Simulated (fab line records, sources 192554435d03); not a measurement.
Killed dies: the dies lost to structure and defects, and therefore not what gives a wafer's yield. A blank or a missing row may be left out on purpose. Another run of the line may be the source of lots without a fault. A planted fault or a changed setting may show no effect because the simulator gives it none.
Chamber matching + flow n5-finfet + N5_BEOL_M1_ILD_DEP_00 on pecvd-03: 3 sister chambers
The step deposits SiOC from DEMS/O2, target thk 79 nm, time 15.3 s. 6 wafers are shown with their chamber, then 12 later ones without.

EACH WAFER AND ITS CHAMBER
| wafer  | chamber | heater-power-w (W) | throttle-valve-pct (%) |
|--------|---------|--------------------|------------------------|
| L082.3 | 1       | 303                | 11.9                   |
| L086.3 | 0       | 430                | 12.3                   |
| L086.6 | 1       | 388                | 11.6                   |
| L087.2 | 2       | 467                | 11.2                   |
| L087.4 | 0       | 410                | 12.0                   |
| L087.5 | 2       | 473                | 11.6                   |

WAFERS WITH NO CHAMBER GIVEN
| wafer  | heater-power-w (W) | throttle-valve-pct (%) |
|--------|--------------------|------------------------|
| L090.1 | 470                | 12.1                   |
| L090.5 | 488                | 12.2                   |
| L090.6 | 487                | 12.3                   |
| L093.1 | 412                | 12.3                   |
| L093.3 | 418                | 12.3                   |
| L093.6 | 422                | 12.0                   |
| L094.2 | 485                | 12.5                   |
| L094.4 | 498                | 12.2                   |
| L094.5 | 485                | 12.4                   |
| L096.2 | 479                | 10.9                   |
| L096.4 | 446                | 12.5                   |
| L096.6 | 477                | 11.0                   |

CHAMBER TAKEN BY EACH
| wafer  | from the rows above     | in truth |
|--------|-------------------------|----------|
| L090.1 | can't be placed: 0 or 2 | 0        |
| L090.5 | can't be placed: 0 or 2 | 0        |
| L090.6 | can't be placed: 0 or 2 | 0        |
| L093.1 | 0                       | 0        |
| L093.3 | 0                       | 0        |
| L093.6 | can't be placed: 0 or 1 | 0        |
| L094.2 | 0                       | 0        |
| L094.4 | can't be placed: 0 or 2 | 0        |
| L094.5 | 0                       | 0        |
| L096.2 | 2                       | 2        |
| L096.4 | 0                       | 0        |
| L096.6 | 2                       | 2        |
7 of 12 placed correctly. Unplaceable from these rows: 5, with the true chamber sitting among the candidates in 5. Wrongly placed: 0.
How it was worked out, from the rows above alone: a wafer's distance from a chamber is the root of the sum, over the readings, of the square of ((its reading less the chamber's mean) divided by the reading's scatter). If the next closest chamber is less than 2 further off than the closest, the wafer can't be placed; otherwise it belongs to the closest. A chamber's mean is the mean of its shown wafers. The scatter: the root of (the sum of the squares of (reading less its chamber's mean) over the shown wafers, divided by (wafers less chambers)).
